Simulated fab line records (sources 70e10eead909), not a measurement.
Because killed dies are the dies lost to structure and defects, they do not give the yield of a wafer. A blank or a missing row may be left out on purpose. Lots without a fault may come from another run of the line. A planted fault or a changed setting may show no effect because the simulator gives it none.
Struck lot and sound lot, side by side || flow nandHarc || 16 steps out of a route of 1302
Sound: the wafers L882.1, L882.4, L882.5. Struck: wafer L890.6 (left out: L890.1, L890.3 of the same lot, which were not struck); the cause appears at the end.
Each step with rows lists, per side, the tool, then ch with its chambers, then its first start. Under that, the readings that differ: sound wafers || struck wafers || difference of the means || sigmas: that difference in standard deviations of wafers without a fault.
alike: a reading whose means differ by less than 2 such deviations, as well as words and numbers matching on both sides. not compared: withheld readings; readings where some wafer has no value; bounds like >300 that might hide an equal value; numbers whose values overlap and for which the record gives no deviation.
Wherever a step has rows on one side only, a row that says differs or no value, or a row with sigmas, the two part there. Numbers that have no deviation but don't overlap get no sigmas and don't part them. A reading missing from all wafers of one side parts the sides only when that side holds two or more wafers.

NHARC_P_M0_OVL_MEAS_10: pitch 180 nm.
  sound on overlay-02 at day 10 10:37; struck on overlay-02 at day 13 15:15
  alike: overlayXNm, overlayYNm
NHARC_P_M0_INSPECT_11:
  sound on defectInspect-01 at day 10 10:40; struck on defectInspect-02 at day 13 15:17
  alike: rawDefectCount
NHARC_P_M0_DESCUM_14: chemistry O2, time 3 s.
  sound on rieDiel-02 ch 1,2,3, day 10 10:44; struck on rieDiel-02 ch 2, day 13 15:21
  alike: drypumpMotorCurrentA, oesProductAu, rfVppV, showerheadPlenumPTorr, throttleValvePct
  not compared: rfHoursCounterH
then, 2 steps without rows for these wafers: NHARC_P_M0_ETCH_34 (etches the open film in N2/H2, target depth 40 nm, overetch 12 nm, time 43.94 s); NHARC_P_M0_ETCH_15 (etches the open film in C4F8/Ar, target depth 150 nm, overetch 15 nm, time 82.5 s).
NHARC_P_M0_CD_MEAS_16:
  sound on cdSem-01 at day 10 11:01; struck on cdSem-02 at day 13 15:42
  alike: cdNm
then, 3 steps without rows for these wafers: NHARC_P_M0_STRIP_18 (strips in N2/H2); NHARC_P_M0_STRIP_19 (strips in post etch residue remover, time 600 s); NHARC_P_M0_DEGAS_28 (time 60 s).
NHARC_P_M0_PRE_CLEAN_29: time 30 s.
  sound on pvdSputter-02; struck on pvdSputter-03
  alike: heaterPowerW
NHARC_P_M0_PVD_20: deposits TaN, target thk 5 nm, time 8.06 s.
  sound on pvdSputter-02; struck on pvdSputter-03
  alike: throttleValvePct
NHARC_P_M0_PVD_21: deposits Cu, target thk 30 nm, time 20.49 s.
  sound on pvdSputter-02; struck on pvdSputter-03
{"reading": "throttleValvePct (%)", "sound": "30.6 30.7 29.7", "struck": 28.1, "difference": -2.2, "sigmas": -2}
NHARC_P_M0_ECD_22: material Cu, target thk 400 nm.
  sound on ecdCu-01 ch 1, day 10 12:03; struck on ecdCu-01 ch 0,1, day 13 16:45
NHARC_P_M0_ANNEAL_30: time 90 s.
  sound on rtpAnneal-02 ch 0, day 10 12:22; struck on rtpAnneal-02 ch 0, day 13 17:05
  alike: wafer_temp_C_max
NHARC_P_M0_CMP_23: polishes, t overpolish 20 s, target thk 117.54 nm.
  sound on cmp-03 ch 1,2,3, day 10 12:43; struck on cmp-02 ch 1, day 13 17:25
{"reading": "timeToEndpointS (s)", "sound": "29.2 29.4 23.9", "struck": 9.5, "difference": -18.0, "sigmas": -8}
  alike: edgeZonePressureFrac, motorCurrentA
NHARC_P_M0_THK_MEAS_24: measures by xrf.
  sound on filmMetro-02 at day 10 13:02; struck on filmMetro-01 at day 13 17:44
  alike: thkNm

WHERE THEY PART
Earliest at NHARC_P_M0_PVD_21; latest, in this record, at NHARC_P_M0_CMP_23. Later steps at which nothing parts them and some readings are alike: NHARC_P_M0_THK_MEAS_24.

WHY: whatever the simulator had introduced
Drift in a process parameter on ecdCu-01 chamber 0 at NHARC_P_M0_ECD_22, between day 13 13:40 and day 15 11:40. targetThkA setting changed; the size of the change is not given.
